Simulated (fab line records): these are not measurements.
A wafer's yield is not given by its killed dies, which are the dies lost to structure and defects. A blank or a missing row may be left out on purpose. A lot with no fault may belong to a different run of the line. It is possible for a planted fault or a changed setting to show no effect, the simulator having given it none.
fab line records    flow nand-harc    part 2 of 2: steps 23 to 33 of 33
record: lots: 5  wafers: 15  last-day: 33
route steps=1302 shown THIN_TSV@1252
lots untouched by any fault: they come from a run of this same line in which no faults occurred
start-h: hours from the record's first day to the start of the lot's first wafer shown    wait-h: time in hours since the lot's previous step    " the same as in the row above    L1.1+2: several wafers, shown together as one row    - no value present, or no start provided    * or withheld: withheld    < > ~ a bound
route shown NAME@n: a module of which the file shows steps, and the number in the route of the first    usual: mean/standard deviation of fault-free wafers    same: alike in all rows    chamber/n: place in a boat    sites: the reading at each site    _std_site: their standard deviation    _edge_site: mean of outer sites minus mean of inner sites    radius-mm: for every site, how far away it sits from the centre of the wafer    mask NAME#n: copy n    behind: the last tool/chamber to shape the wafer    hold: why the lot was held/for how many hours/how that ended    device: the n, p or np transistor that did not switch    end of line: the same wafers' tests at the end of the route    a step with no rows: only its recipe    killed: count of dies lost to structure and defects at first sort (not the wafer's yield)    map: a wafer's dies, x killed, . not, _ none there
set.NAME: the setting the step ran with; set.NAME@STEP: the setting that earlier step ran with    model.NAME: the simulator's own value behind a step, which no gauge read
lots at selected steps of the route; one table per step, one row per wafer
services: when a tool's chamber went out of use (start-h, in hours from the record's first day, below 0 if earlier), for how many hours, and the reason
== steps ==
step: NHARC_THIN_TSV_ECD_20
recipe: target-thk-a: 20000  material: Cu
lot.wafer   tool       chamber  start-h  wait-h
L074.2+3+5  ecd-cu-02  1,0,1    564.38   -
L079.4+5+6  ecd-cu-02  0,0,1    596.36   -
L092.1+2+3  ecd-cu-01  1,0,1    750.85   -
L094.2+6+5  ecd-cu-02  0,0,1    760.33   -
L096.1+5+6  ecd-cu-02  0,1,0    763.05   -
step: NHARC_THIN_TSV_ANNEAL_52
recipe: temp-c: 225  time-s: 90
usual: anneal-temp-c-max: 226.0/0.41  wafer_temp_C_max: 226.23/0.26
lot.wafer  tool           chamber  start-h  wait-h  anneal-temp-c-max  wafer_temp_C_max
L074.2     rtp-anneal-02  0        565.15   0.7     225.5              226.31
L074.3     "              0        "        "       225.7              225.72
L074.5     "              0        "        "       225.6              226.81
L079.4     rtp-anneal-01  0        597.04   0.6     226.4              226.11
L079.5     "              0        "        "       226.5              226.21
L079.6     "              0        "        "       226.3              226.15
L092.1     rtp-anneal-01  0        751.68   0.7     226.4              226.85
L092.2     "              0        "        "       226.4              226.20
L092.3     "              0        "        "       226.0              226.11
L094.2     rtp-anneal-01  0        761.14   0.7     226.2              226.54
L094.5     "              0        "        "       225.8              226.22
L094.6     "              0        "        "       226.6              226.05
L096.1     rtp-anneal-02  0        763.69   0.5     225.3              225.83
L096.5     "              0        "        "       225.6              225.97
L096.6     "              0        "        "       225.4              226.08
step: NHARC_THIN_TSV_CMP_21
recipe: t-overpolish-s: 30  target-thk-nm: 2000
usual: motor-current-A: 12.2/1.3  overpolish-run-s: 29.999/0.0089
lot.wafer  tool    chamber  start-h  wait-h  motor-current-A  overpolish-run-s
L074.2     cmp-02  3        565.45   -       12.1             29.997
L074.3     "       1        "        "       13.4             30.015
L074.5     "       3        "        "       12.5             30.008
L079.4     cmp-02  1        597.28   -       14.1             29.989
L079.5     "       3        "        "       12.5             30.012
L079.6     "       0        "        "       10.9             29.984
L092.2     cmp-04  2        752.02   -       12.4             29.995
L092.3     "       0        "        "       10.6             29.996
L092.1     "       1        "        "       12.3             30.015
L094.2     cmp-01  2        761.52   -       11.4             29.994
L094.5     "       3        "        "       14.4             29.999
L094.6     "       0        "        "       12.0             30.005
L096.1     cmp-01  0        764.05   -       12.3             30.002
L096.6     "       3        "        "       14.5             29.999
L096.5     "       0        "        "       11.7             29.975
step: NHARC_THIN_TSV_SRD_23
lot.wafer   tool          chamber  start-h  wait-h
L074.3+2+5  wet-bench-08  3,7,0    565.81   0.0
L079.4+6+5  wet-bench-08  7,1,2    597.60   0.0
L092.2+1+3  wet-bench-10  2,4,5    752.39   0.0
L094.6+2+5  wet-bench-10  3,4,5    761.80   0.0
L096.5+6+1  wet-bench-10  3,4,6    764.39   0.0
step: NHARC_THIN_TSV_DEGAS_53
recipe: temp-c: 300  time-s: 60
usual: heater-power-w: 474/51
lot.wafer  tool            chamber  start-h  wait-h  heater-power-w
L074.3     pvd-sputter-03  -        565.90   0.1     468
L074.2     "               -        "        "       430
L074.5     "               -        "        "       419
L079.4     pvd-sputter-02  -        597.69   0.1     483
L079.5     "               -        "        "       496
L079.6     "               -        "        "       475
L092.2     pvd-sputter-03  -        752.48   0.1     453
L092.3     "               -        "        "       448
L092.1     "               -        "        "       553
L094.2     pvd-sputter-03  -        761.90   0.1     536
L094.5     "               -        "        "       437
L094.6     "               -        "        "       567
L096.1     pvd-sputter-03  -        764.48   0.1     446
L096.6     "               -        "        "       452
L096.5     "               -        "        "       565
step: NHARC_THIN_TSV_PRE_CLEAN_54
recipe: time-s: 30  temp-c: 280  gas: H2/He
usual: heater-power-w: 417/46
lot.wafer  tool            chamber  start-h  wait-h  heater-power-w
L074.3     pvd-sputter-03  -        565.98   0.1     368
L074.2     "               -        "        "       471
L074.5     "               -        "        "       364
L079.4     pvd-sputter-02  -        597.75   0.1     488
L079.6     "               -        "        "       493
L079.5     "               -        "        "       441
L092.2     pvd-sputter-03  -        752.56   0.1     478
L092.3     "               -        "        "       402
L092.1     "               -        "        "       388
L094.2     pvd-sputter-03  -        762.00   0.1     398
L094.6     "               -        "        "       497
L094.5     "               -        "        "       422
L096.1     pvd-sputter-03  -        764.59   0.1     416
L096.5     "               -        "        "       392
L096.6     "               -        "        "       387
step: NHARC_THIN_TSV_PVD_55
recipe: target-thk-a: 500  material: TiN
lot.wafer   tool            chamber  start-h  wait-h
L074.2+3+5  pvd-sputter-03  -        566.06   0.1
L079.4+6+5  pvd-sputter-02  -        597.85   0.1
L092.2+1+3  pvd-sputter-03  -        752.65   0.1
L094.2+5+6  pvd-sputter-03  -        762.11   0.1
L096.1+5+6  pvd-sputter-03  -        764.68   0.1
step: NHARC_THIN_TSV_PVD_24
recipe: target-thk-a: 8000  power-w: withheld  chamber-pressure-pa: withheld  substrate-temp-c: withheld  time-s: withheld  gas: Ar  material: Al
lot.wafer   tool            chamber  start-h  wait-h
L074.2+3+5  pvd-sputter-03  -        566.21   0.1
L079.4+6+5  pvd-sputter-02  -        597.98   0.1
L092.1+3+2  pvd-sputter-03  -        752.84   0.1
L094.2+6+5  pvd-sputter-03  -        762.19   0.1
L096.1+6+5  pvd-sputter-03  -        764.95   0.3
step: NHARC_THIN_TSV_DEHYDRATE_25
recipe: temp-c: 150  time-s: 120
usual: chill-plate-temp-C: 23.02/0.095  exhaust-pa: 45.1/0.99
lot.wafer  tool            chamber  start-h  wait-h  chill-plate-temp-C  exhaust-pa
L074.2     litho-track-05  0        566.63   -       23.01               45.3
L074.3     "               0        "        "       23.12               45.7
L074.5     "               0        "        "       23.07               45.3
L079.4     litho-track-02  0        598.42   -       22.97               44.2
L079.5     "               0        "        "       23.06               44.7
L079.6     "               0        "        "       23.01               43.7
L092.1     litho-track-07  0        753.21   -       23.01               45.7
L092.2     "               0        "        "       22.94               45.0
L092.3     "               0        "        "       23.01               44.8
L094.2     litho-track-02  0        762.60   -       23.03               44.9
L094.5     "               0        "        "       23.07               43.2
L094.6     "               0        "        "       22.94               44.8
L096.1     litho-track-07  0        765.20   -       23.07               46.2
L096.5     "               0        "        "       23.12               45.0
L096.6     "               0        "        "       23.28               45.4
step: NHARC_THIN_TSV_HMDS_26
recipe: time-s: 30
usual: chill-plate-temp-C: 22.99/0.11  exhaust-pa: 45.0/0.85
lot.wafer  tool            chamber  start-h  wait-h  chill-plate-temp-C  exhaust-pa
L074.2     litho-track-05  0        -        -       22.98               43.9
L074.3     "               0        "        "       22.89               45.6
L074.5     "               0        "        "       22.96               45.7
L079.4     litho-track-02  0        -        -       23.05               45.3
L079.5     "               0        "        "       23.06               44.3
L079.6     "               0        "        "       23.02               43.1
L092.1     litho-track-07  0        -        -       23.02               45.1
L092.2     "               0        "        "       23.05               44.7
L092.3     "               0        "        "       23.02               46.3
L094.2     litho-track-02  0        -        -       22.84               44.6
L094.5     "               0        "        "       22.97               44.5
L094.6     "               0        "        "       23.03               44.1
L096.1     litho-track-07  0        -        -       22.95               47.3
L096.5     "               0        "        "       22.93               46.2
L096.6     "               0        "        "       23.13               45.7
step: NHARC_THIN_TSV_COAT_27
recipe: spin-rpm: *
usual: chill-plate-temp-C: 22.99/0.096  exhaust-pa: 45.0/0.79  spin-speed-rpm: *
lot.wafer  tool            chamber  start-h  wait-h  chill-plate-temp-C  exhaust-pa  spin-speed-rpm
L074.2     litho-track-05  0        -        -       23.23               44.4        *
L074.3     "               0        "        "       23.21               44.9        *
L074.5     "               0        "        "       23.05               45.2        *
L079.4     litho-track-02  0        -        -       23.11               44.4        *
L079.5     "               0        "        "       23.01               44.4        *
L079.6     "               0        "        "       22.96               45.0        *
L092.1     litho-track-07  0        -        -       22.94               44.4        *
L092.2     "               0        "        "       23.07               45.7        *
L092.3     "               0        "        "       22.91               44.5        *
L094.2     litho-track-02  0        -        -       22.87               45.3        *
L094.5     "               0        "        "       22.87               45.8        *
L094.6     "               0        "        "       22.97               45.4        *
L096.1     litho-track-07  0        -        -       22.92               44.7        *
L096.5     "               0        "        "       22.95               45.4        *
L096.6     "               0        "        "       22.99               44.9        *
== services ==
tool             chamber  start-h  hours  kind
pvd-sputter-02   -        549.35   4.2    repair
pvd-sputter-03   -        556.62   3.0    repair
wet-bench-08     -        563.58   0.7    repair
pvd-sputter-02   -        566.96   0.5    repair
litho-track-02   -        577.00   7.0    pm
pvd-sputter-01   -        582.02   10.0   pm
rie-diel-05      -        583.92   9.0    pm
ecd-cu-02        -        587.29   0.6    repair
ecd-cu-02        -        596.75   8.0    pm
pecvd-01         1        597.04   12.9   repair
litho-track-07   -        601.01   7.0    pm
pvd-sputter-02   -        601.48   8.7    repair
plasma-asher-02  -        603.00   9.0    pm
wet-bench-08     -        606.42   6.8    repair
pecvd-01         -        619.95   1.2    repair
wet-bench-10     -        636.74   3.8    repair
pvd-sputter-02   -        638.00   10.0   pm
litho-track-05   -        649.00   7.0    pm
wet-bench-08     -        653.45   8.0    pm
rie-diel-05      1        668.75   26.8   repair
wet-bench-10     -        672.49   8.0    pm
pvd-sputter-03   -        704.03   10.0   pm
litho-track-02   -        752.00   7.0    pm
rie-diel-05      -        760.98   9.0    pm
